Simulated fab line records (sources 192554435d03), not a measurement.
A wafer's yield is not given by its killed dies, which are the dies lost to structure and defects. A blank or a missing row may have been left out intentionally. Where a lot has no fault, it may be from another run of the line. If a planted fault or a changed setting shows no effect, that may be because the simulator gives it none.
Matching of chambers | flow n5_finfet | 4 sister chambers for N5_BEOL_M13_ETCH_67 on rie_diel-06
The step etches SiARC in CF4, target depth 143 nm, time 238.3 s. 8 wafers are shown with their chamber, then 7 later ones without.

== WAFERS, EACH WITH ITS CHAMBER ==
wafer  | chamber | showerhead_plenum_p_Torr (Torr) | throttle_valve_pct (%)
L340.3 | 2       | 2.05                            | 16.0
L350.2 | 3       | 2.27                            | 15.3
L350.6 | 0       | 2.23                            | 15.7
L354.1 | 0       | 2.22                            | 15.7
L354.2 | 2       | 2.04                            | 16.1
L354.3 | 1       | 1.97                            | 16.1
L356.1 | 1       | 1.97                            | 16.1
L356.4 | 3       | 2.27                            | 15.3

== WAFERS WITHOUT THEIR CHAMBER ==
wafer  | showerhead_plenum_p_Torr (Torr) | throttle_valve_pct (%)
L356.6 | 2.04                            | 16.1
L357.2 | 2.04                            | 16.1
L357.3 | 2.22                            | 15.8
L357.6 | 2.26                            | 15.3
L359.1 | 2.26                            | 15.3
L359.4 | 1.97                            | 16.2
L359.6 | 2.03                            | 16.1

== EACH ONE'S CHAMBER ==
wafer  | from the rows above | in truth
L356.6 | 2                   | 2
L357.2 | 2                   | 2
L357.3 | 0                   | 0
L357.6 | 3                   | 3
L359.1 | 3                   | 3
L359.4 | 1                   | 1
L359.6 | 2                   | 2
Correct placement for 7 of the 7. Number that these rows cannot place: 0. Placed wrongly: 0.
How it was worked out, from the rows above alone: a wafer's distance from a chamber is the root of the sum, over the readings, of the square of ((its reading less the chamber's mean) divided by the reading's scatter). The wafer belongs to the nearest chamber; if the next one is less than 2 further off, it can't be placed. Each chamber's mean is taken over the wafers shown for it. The scatter is the square root of a quotient: the sum, over the shown wafers, of each reading's squared deviation from its chamber's mean, divided by wafers minus chambers.
